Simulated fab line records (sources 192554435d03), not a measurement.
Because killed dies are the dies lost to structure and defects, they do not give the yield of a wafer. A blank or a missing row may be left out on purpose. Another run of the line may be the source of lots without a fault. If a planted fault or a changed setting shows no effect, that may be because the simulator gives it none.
Split-lot study    flow n5_finfet    21 wafers read across 7 lots, on a route 1938 steps long

== SPLIT DETAILS ==
At N5_BEOL_M1_ETCH_64 (etches SOC in N2/H2, target depth 75 nm, overetch 15 nm, time 112.5 s), the setting time_s was moved away from the recipe's 112.5 s on 6 of the 21 wafers read, by -11.4% to +21.8%. The other wafers ran this setting at the recipe's value.

Reading taken at the split's own step.

== THE READING ==
SiARC_of_BEOL_M1_COAT_62.thk_nm (the simulator's own value, which no gauge read), in nm, at N5_BEOL_M1_ETCH_64 (etches SOC in N2/H2, target depth 75 nm, overetch 15 nm, time 112.5 s). There is no usual value for it anywhere in the file. Average 6.9 nm, standard deviation 0.11 nm, over the 15 wafers here run with the recipe.

wafer   tool, chamber at the split  time_s as run, s  against the recipe  SiARC_of_BEOL_M1_COAT_62.thk_nm, nm  against lot-mates on the recipe
L075.2  rie_diel-02, 0              99.66             -11.4%              7.2                                  +0.3
L075.3  rie_diel-02, 2              112.5             recipe              7                                    -
L075.6  rie_diel-02, 3              112.5             recipe              6.8                                  -
L076.3  rie_diel-04, 2              112.5             recipe              6.6                                  -
L076.4  rie_diel-04, 3              112.5             recipe              6.8                                  -
L076.5  rie_diel-04, 2              105.7             -6.0%               7                                    +0.3
L080.2  rie_diel-02, 3              112.5             recipe              6.8                                  -
L080.5  rie_diel-02, 3              112.5             recipe              6.8                                  -
L080.6  rie_diel-02, 2              112.5             recipe              7                                    -
L081.2  rie_diel-06, 1              112.5             recipe              6.8                                  -
L081.5  rie_diel-06, 3,2            112.5             recipe              7                                    -
L081.6  rie_diel-06, 3,2            112.5             recipe              7                                    -
L084.3  rie_diel-06, 2              112.5             recipe              6.8                                  -
L084.6  rie_diel-06, 2              112.5             recipe              6.8                                  -
L084.5  rie_diel-06, 0              112.5             recipe              7                                    -
L085.2  rie_diel-04, 0              135.7             +20.6%              5.8                                  -1.0
L085.3  rie_diel-04, 3              135.7             +20.6%              5.6                                  -1.2
L085.5  rie_diel-04, 0              112.5             recipe              6.8                                  -
L093.1  rie_diel-04, 1              137               +21.8%              5.8                                  -1.0
L093.3  rie_diel-04, 0              137               +21.8%              5.6                                  -1.2
L093.5  rie_diel-04, 1              112.5             recipe              6.8                                  -
When a row names more than one chamber, that row covers several wafers, and the file does not tell which wafer ran in which chamber.

THE FIT
A straight line over all 21 wafers: SiARC_of_BEOL_M1_COAT_62.thk_nm changes by -0.0511 nm for each +1% of time_s; r = -0.97; the points scatter about the line by 0.13 nm.
The same after taking each lot's own level away (the mean of its wafers on the recipe; 21 wafers): -0.0493 nm for each +1%; r = -0.97; scatter 0.11 nm.
According to that fit, moving time_s by its largest amount changes the reading by 1.1 nm.
Across the lots, their own levels run from 6.70 to 6.93 nm, a range of 2.0 times the standard deviation given above.
The two slopes are in agreement: the lot-to-lot level therefore moves the slope only a little.
Check: with one of the wafers moved furthest among these (+21.8%) left out of the fit, the line predicts -1.13 nm for it against its lot-mates. It came out at -1 nm against them.

== THE OTHER SPLITS THESE WAFERS WENT THROUGH ==
Before the reading, these wafers also passed through other splits. Each is held against what the fit with the lots' levels taken away leaves over:
other split on the same wafers     wafers away from the commonest value  r with SiARC_of_BEOL_M1_COAT_62.thk_nm (lot level and that fit taken away)
N5_BEOL_M0_SAQP_HM_DEP_111 time_s  5                                     -0.18
N5_BEOL_M0_ETCH_109 bias_w         7                                     -0.28
N5_BEOL_M1_COAT_05 spin_rpm        4                                     +0.06

== THE WHOLE CHAIN: every reading that the file lists as answering this split, in the file's order ==
step                   what it does                                                           reading                                                                           change (the file's fit)                                                               r (the file's)
N5_BEOL_M1_ETCH_64     etches SOC in N2/H2, target depth 75 nm, overetch 15 nm, time 112.5 s  SiARC_of_BEOL_M1_COAT_62.thk_nm (the simulator's own value, which no gauge read)  -0.0486 nm for each +1% of the setting                                                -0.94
N5_BEOL_M1_HM_OPEN_17  chemistry Cl2/BCl3, target TiN, target depth 20 nm, overetch 6 nm      etch.depth_nm (the simulator's own value, which no gauge read)                    not straight: 20.22 at the lowest setting, 20.06 at the recipe, 17.95 at the highest  not given

== FILE'S OWN FIT ==
SiARC_of_BEOL_M1_COAT_62.thk_nm changes by -0.0486 nm for each +1% of time_s, r = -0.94.
